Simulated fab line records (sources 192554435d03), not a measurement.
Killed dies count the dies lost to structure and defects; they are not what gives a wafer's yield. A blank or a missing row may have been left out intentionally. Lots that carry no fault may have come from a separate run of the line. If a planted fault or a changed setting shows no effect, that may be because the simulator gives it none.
fab line records    flow n5_finfet
record: lots: 9  wafers: 27  last_day: 18
route steps=1938 shown GATE_CUT@502 MOL_CONTACT_COAG@517 BEOL_M4@1111
lots with no fault: from the same line, run without faults
start_h: the number of hours between the record's first day and the start of the first shown wafer of the lot    wait_h: how many hours have passed since the lot's step before this one    " same as the row above    L1.1+2: a single row standing in for several wafers    - either no value or no given start    * or withheld: withheld    < > ~ a bound
route shown NAME@n: NAME is a module with steps in the file, n the number in the route of the first one    usual: average and standard deviation across the fault-free wafers    same: alike in all rows    chamber/n: place in a boat    sites: readings site by site    _std_site: their standard deviation    _edge_site: outer sites' mean less inner sites'    radius_mm: how far each site lies from the wafer's centre    mask NAME#n: copy n    behind: the most recent tool/chamber to have shaped the wafer    hold: why the lot was held/for how many hours/how that ended    device: the n, p or np transistor that did not switch    end of line: tests of these same wafers at the route's end    where a step has no rows: the recipe by itself    killed: the dies lost at the first sort to structure and to defects; this is not the yield of the wafer    map: the dies of a wafer, with x for killed, . for not killed, _ for no die there
set.NAME: setting as actually run; set.NAME@STEP: the setting as run at that earlier step    model.NAME: the simulator's own value behind a step, which no gauge read
the route's steps for a sample of lots (tables are steps, rows are wafers)
services: from which hour (start_h, from the record's first day; less than 0 if before it) a tool's chamber was out of use, for how many hours, and why
== steps ==
step: N5_GATE_CUT_CUT_ETCH_55
recipe: chemistry: BCl3  target: HfO2  mask_material: SiO2  target_depth_a: 32  ion_energy_ev: 30  pressure_mtorr: 5  icp_w: 450  bias_w: 18  bcl3_flow_sccm: 80
usual: drypump_motor_current_A: 6.0/0.42  oes_product_au: 0.69/0.058  throttle_valve_pct: 33.1/0.32
lot.wafer  tool          chamber  start_h  wait_h  drypump_motor_current_A  oes_product_au  rf_hours_counter_h  throttle_valve_pct
L978.2     rie_metal-03  1        103.44   0.0     5.6                      0.76            48                  33.7
L978.4     "             1        "        "       5.6                      0.77            -                   33.7
L978.6     "             1        "        "       5.6                      0.76            -                   33.7
L980.3     rie_metal-03  1        117.08   0.0     5.6                      0.75            -                   33.7
L980.4     "             0        "        "       6.6                      0.65            -                   32.9
L980.5     "             0        "        "       6.6                      0.65            -                   32.9
L981.1     rie_metal-02  0        124.15   0.0     5.5                      0.69            80                  33.0
L981.4     "             0        "        "       5.5                      0.69            -                   33.0
L981.6     "             1        "        "       6.1                      0.63            -                   32.8
L982.1     rie_metal-03  0        127.33   0.0     6.6                      0.65            101                 32.9
L982.3     "             1        "        "       5.6                      0.76            -                   33.7
L982.4     "             0        "        "       6.6                      0.65            -                   32.9
L984.1     rie_metal-02  0        150.49   0.1     5.5                      0.69            83                  33.0
L984.4     "             0        "        "       5.5                      0.69            -                   33.0
L984.6     "             0        "        "       5.5                      0.70            -                   33.0
L987.2     rie_metal-01  0        158.10   0.1     5.9                      0.79            -                   32.9
L987.4     "             0        "        "       5.9                      0.79            -                   32.9
L987.6     "             0        "        "       6.0                      0.79            -                   32.9
L992.2     rie_metal-03  1        182.56   0.0     5.6                      0.74            57                  33.7
L992.3     "             1        "        "       5.6                      0.75            -                   33.7
L992.4     "             0        "        "       6.6                      0.64            -                   32.9
L995.1     rie_metal-01  1        205.66   0.0     6.5                      0.64            116                 33.1
L995.3     "             0        "        "       5.9                      0.78            -                   32.9
L995.5     "             1        "        "       6.4                      0.64            -                   33.1
L999.2     rie_metal-01  0        229.61   0.0     6.0                      0.78            42                  32.9
L999.3     "             0        "        "       5.9                      0.77            -                   32.9
L999.4     "             1        "        "       6.5                      0.63            -                   33.1
step: N5_GATE_CUT_STRIP_21
recipe: chemistry: N2/H2  time_s: 30  power_w: 1000  temp_c: 250  pressure_mtorr: withheld  n2_flow_sccm: 1750  h2_flow_sccm: 3250
usual: drypump_motor_current_A: 5.4/0.4  heater_power_w: 312/36
same: time_s: 30
lot.wafer  tool             chamber  start_h  wait_h  drypump_motor_current_A  heater_power_w  rf_hours_counter_h
L978.2     plasma_asher-01  0        103.61   0.0     5.4                      371             44
L978.4     "                0        "        "       5.4                      365             -
L978.6     "                1        "        "       6.2                      316             -
L980.3     plasma_asher-02  0        117.26   0.1     5.2                      309             -
L980.4     "                1        "        "       5.1                      264             -
L980.5     "                1        "        "       5.1                      267             -
L981.1     plasma_asher-01  1        124.32   0.0     6.2                      313             47
L981.4     "                1        "        "       6.2                      315             -
L981.6     "                0        "        "       5.4                      379             -
L982.1     plasma_asher-02  1        127.50   0.0     5.1                      276             93
L982.3     "                0        "        "       5.3                      302             -
L982.4     "                1        "        "       5.1                      269             -
L984.1     plasma_asher-01  0        150.81   0.1     5.3                      367             54
L984.4     "                1        "        "       6.1                      316             -
L984.6     "                0        "        "       5.4                      374             -
L987.2     plasma_asher-01  1        158.41   0.1     6.2                      311             56
L987.4     "                1        "        "       6.2                      314             -
L987.6     "                1        "        "       6.2                      315             -
L992.2     plasma_asher-02  1        182.73   0.0     5.1                      273             105
L992.3     "                1        "        "       5.1                      269             -
L992.4     "                0        "        "       5.3                      313             -
L995.1     plasma_asher-02  1        205.83   0.0     5.1                      276             109
L995.3     "                0        "        "       5.2                      311             -
L995.5     "                0        "        "       5.3                      313             -
L999.2     plasma_asher-02  1        229.78   0.0     5.1                      262             115
L999.3     "                1        "        "       5.1                      268             -
L999.4     "                0        "        "       5.3                      318             -
step: N5_GATE_CUT_CMP_23
recipe: stop_on: SiO2  t_overpolish_s: 23.4  post_cmp_clean: alkaline_brush  down_force_psi: 2.5  platen_rpm: 51.8  pad_velocity_m_s: 1.0307  target_thk_nm: 16
usual: edge_zone_pressure_frac: 1.001/0.0043  head_pressure_psi: 2.500/0.0055  motor_current_A: 9.3/1.1  overpolish_run_s: 23.399/0.0094  time_to_endpoint_s: 20.1/2.4
lot.wafer  tool    chamber  start_h  wait_h  edge_zone_pressure_frac  head_pressure_psi  motor_current_A  overpolish_run_s  time_to_endpoint_s
L978.2     cmp-04  0        105.63   0.8     1.001                    2.499              9.2              23.395            18.6
L978.4     "       1        "        "       1.008                    2.499              9.9              23.407            21.6
L978.6     "       2        "        "       1.002                    2.504              8.5              23.396            21.6
L980.3     cmp-04  1        118.92   0.8     1.003                    2.497              9.9              23.397            17.8
L980.4     "       2        "        "       1.004                    2.497              8.9              23.377            16.2
L980.5     "       1        "        "       0.997                    2.493              10.0             23.401            19.1
L981.4     cmp-02  1        126.17   1.0     0.999                    2.502              8.5              23.411            22.2
L981.1     "       2        "        "       0.997                    2.503              8.5              23.414            18.7
L981.6     "       2        "        "       0.995                    2.503              8.4              23.390            19.0
L982.1     cmp-02  1        129.18   0.8     1.002                    2.498              8.2              23.403            22.2
L982.4     "       3        "        "       0.999                    2.507              11.2             23.389            20.5
L982.3     "       0        "        "       1.007                    2.497              9.1              23.387            21.2
L984.1     cmp-03  0        153.04   1.1     1.002                    2.496              10.2             23.391            22.2
L984.4     "       2        "        "       1.001                    2.492              10.7             23.410            18.9
L984.6     "       0        "        "       1.005                    2.502              9.8              23.409            22.3
L987.2     cmp-04  2        160.05   0.8     1.000                    2.509              9.4              23.395            17.5
L987.4     "       3        "        "       1.003                    2.501              9.1              23.383            16.4
L987.6     "       3        "        "       0.993                    2.505              9.5              23.396            17.4
L992.2     cmp-03  2        184.41   0.8     1.000                    2.500              10.3             23.411            17.6
L992.4     "       0        "        "       0.992                    2.505              10.7             23.421            23.1
L992.3     "       1        "        "       1.001                    2.506              9.4              23.400            20.8
L995.1     cmp-02  3        207.69   0.8     1.001                    2.490              11.7             23.393            16.3
L995.3     "       0        "        "       1.000                    2.503              9.2              23.417            20.0
L995.5     "       1        "        "       0.997                    2.487              8.1              23.406            20.9
L999.2     cmp-02  1        232.49   0.8     0.998                    2.498              8.4              23.398            20.1
L999.3     "       2        "        "       1.000                    2.510              8.7              23.393            19.6
L999.4     "       3        "        "       1.002                    2.496              11.0             23.406            15.7
step: N5_MOL_CONTACT_COAG_COAT_103
recipe: resist: SOC  temp_c: 250  time_s: 60  spin_rpm: 1500  resist_thk_nm: 80
usual: heater_power_total_W: 500.3/1.9  plate_temp_C: 250.03/0.16  resist_line_temp_C: 23.02/0.1
same: time_s: 60
lot.wafer  tool            chamber  start_h  wait_h  heater_power_total_W  plate_temp_C  resist_line_temp_C
L978.2     litho_track-03  0        106.62   0.0     498.2                 250.08        23.08
L978.4     "               0        "        "       499.7                 250.00        22.99
L978.6     "               0        "        "       502.8                 250.15        23.16
L980.3     litho_track-03  0        119.95   0.0     503.0                 249.92        23.15
L980.4     "               0        "        "       499.8                 250.18        23.06
L980.5     "               0        "        "       501.2                 250.05        23.03
L981.1     litho_track-04  0        127.37   0.0     498.2                 249.88        22.97
L981.4     "               0        "        "       497.9                 249.92        23.02
L981.6     "               0        "        "       499.5                 250.03        23.11
L982.1     litho_track-03  0        130.44   0.0     499.6                 250.00        22.99
L982.3     "               0        "        "       499.1                 250.05        23.06
L982.4     "               0        "        "       500.6                 250.10        23.05
L984.1     litho_track-03  0        154.07   0.0     509.3                 252.73        23.05
L984.4     "               0        "        "       504.7                 252.95        22.97
L984.6     "               0        "        "       509.6                 252.85        22.87
L987.2     litho_track-03  0        161.12   0.0     504.7                 252.75        22.87
L987.4     "               0        "        "       508.5                 252.99        23.01
L987.6     "               0        "        "       508.2                 252.78        22.89
L992.2     litho_track-04  0        185.48   0.0     501.4                 250.14        23.10
L992.3     "               0        "        "       500.5                 250.02        23.05
L992.4     "               0        "        "       500.8                 249.91        22.93
L995.1     litho_track-01  0        208.82   0.0     499.0                 250.14        23.21
L995.3     "               0        "        "       502.9                 249.99        23.05
L995.5     "               0        "        "       499.0                 249.91        22.96
L999.2     litho_track-03  0        233.56   0.0     503.0                 250.20        22.87
L999.3     "               0        "        "       498.4                 249.94        22.87
L999.4     "               0        "        "       502.9                 249.89        23.01
step: N5_BEOL_M4_RC_MEAS_101
usual: DIBL_N: 36.1/1.6  DIBL_P: 36.6/1.9  IOFF_N: 0.160/0.026  IOFF_P: 0.210/0.028  ION_N: 677/10  ION_P: 464/6.9  SS_N: 71.4/0.56  SS_P: 73.3/0.61  VT_N: 249.1/2.6  VT_P: -250/3.3
lot.wafer  tool       chamber  start_h  wait_h  DIBL_N[mV/V]  DIBL_P[mV/V]  IOFF_N[nA/um]  IOFF_P[nA/um]  ION_N[uA/um]  ION_P[uA/um]  SS_N[mV/dec]  SS_P[mV/dec]  VT_N[mV]  VT_P[mV]
L978.2     prober-01  0        181.88   0.2     36.4          38.0          0.166          0.235          695           483           71.1          73.5          247.1     -245
L978.4     "          0        "        "       34.7          36.5          0.136          0.211          672           472           71.5          72.5          252.0     -249
L978.6     "          0        "        "       35.3          36.5          0.143          0.214          683           473           71.5          73.6          250.8     -247
L980.3     prober-02  0        207.55   0.3     35.6          36.2          0.157          0.204          668           458           71.2          73.5          250.6     -252
L980.4     "          0        "        "       34.9          35.3          0.144          0.190          678           466           70.7          73.0          251.0     -250
L980.5     "          0        "        "       33.4          33.9          0.128          0.175          662           460           71.4          72.2          250.9     -254
L981.1     prober-02  0        212.09   0.0     36.4          37.0          0.143          0.221          673           474           71.0          73.9          252.4     -248
L981.4     "          0        "        "       36.0          36.6          0.149          0.216          683           469           70.9          72.8          248.6     -252
L981.6     "          0        "        "       35.3          35.7          0.133          0.206          667           469           70.8          72.8          250.6     -251
L982.1     prober-01  0        215.79   0.0     38.0          38.7          0.172          0.209          681           461           71.2          73.9          251.7     -252
L982.3     "          0        "        "       37.6          38.7          0.176          0.210          683           456           71.5          74.3          246.0     -253
L982.4     "          0        "        "       38.1          38.3          0.159          0.192          679           459           71.7          73.7          251.9     -253
L987.2     prober-01  0        245.19   0.2     34.5          34.8          0.138          0.187          673           457           71.6          72.6          252.1     -252
L987.4     "          0        "        "       32.2          32.1          0.107          0.150          652           452           71.3          71.9          256.7     -256
L987.6     "          0        "        "       34.1          34.1          0.135          0.178          665           456           71.8          72.5          251.7     -252
L984.1     prober-01  0        248.10   0.0     33.8          35.6          0.144          0.198          680           462           70.4          72.0          250.6     -247
L984.4     "          0        "        "       36.5          38.3          0.198          0.240          682           465           71.9          73.4          247.1     -248
L984.6     "          0        "        "       33.9          35.4          0.141          0.193          673           463           71.2          72.9          251.9     -249
L992.2     prober-02  0        278.07   0.2     35.7          37.0          0.149          0.207          682           465           71.2          73.2          250.4     -249
L992.3     "          0        "        "       37.8          38.9          0.185          0.232          696           469           72.4          73.8          248.4     -251
L992.4     "          0        "        "       38.2          39.6          0.199          0.245          685           464           72.2          73.9          245.7     -247
L995.1     prober-02  0        283.77   0.0     38.1          39.7          0.212          0.267          687           473           71.9          74.3          243.8     -244
L995.3     "          0        "        "       33.5          34.0          0.131          0.178          685           471           70.5          72.3          251.5     -249
L995.5     "          0        "        "       35.5          36.6          0.159          0.222          686           474           70.9          73.9          248.0     -243
L999.2     prober-02  0        328.55   0.2     35.3          35.8          0.152          0.208          679           467           72.3          73.2          248.8     -248
L999.3     "          0        "        "       34.2          35.1          0.135          0.202          671           462           71.0          72.5          247.0     -249
L999.4     "          0        "        "       36.9          38.2          0.194          0.246          687           473           71.9          73.0          243.7     -244
== services ==
tool             chamber  start_h  hours  kind
cmp-02           -        81.97    4.0    pm
cmp-02           -        85.97    -      consumable_replace:conditioner
cmp-02           -        85.97    -      consumable_replace:pad
rie_metal-01     -        89.72    4.3    pm
rie_metal-01     -        99.56    2.3    repair
rie_metal-01     0        102.22   2.7    repair
cmp-02           -        102.81   0.7    repair
rie_metal-02     -        108.78   14.6   pm
cmp-03           -        123.44   5.9    pm
litho_track-04   -        138.65   -      consumable_replace:filter
rie_metal-02     1        149.50   1.5    repair
rie_metal-01     1        157.17   2.3    repair
plasma_asher-01  -        171.85   0.3    repair
cmp-03           -        207.55   0.8    repair
litho_track-03   -        208.14   -      consumable_replace:filter
cmp-03           -        211.29   4.0    pm
rie_metal-01     -        212.16   2.8    pm
cmp-03           -        215.29   -      consumable_replace:conditioner
cmp-03           -        215.29   -      consumable_replace:pad
cmp-04           -        216.75   7.7    pm
cmp-04           -        229.91   4.0    pm
== key ==
first_sign: step: N5_MOL_CONTACT_COAG_COAT_103  reading: plate_temp_C  direction: up  sigmas: 18  usual: *  struck: *
effect: step: N5_MOL_CONTACT_COAG_COAT_103  reading: heater_power_total_W  direction: up  sigmas: 3.8  usual: *  struck: *
met_at N5_MOL_CONTACT_COAG_COAT_103
struck_lots L984,L987
not_acting_at N5_GATE_CUT_CUT_ETCH_55,N5_GATE_CUT_STRIP_21,N5_GATE_CUT_CMP_23
onset_between 130.44 154.07
fault: kind: process_parameter_drift  tool: litho_track-03  chamber: -  onset_h: 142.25  steps: N5_MOL_CONTACT_COAG_COAT_103  channel: temp_c  offset: *  shape: step  end_h: 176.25  acts_in: *  stated: *
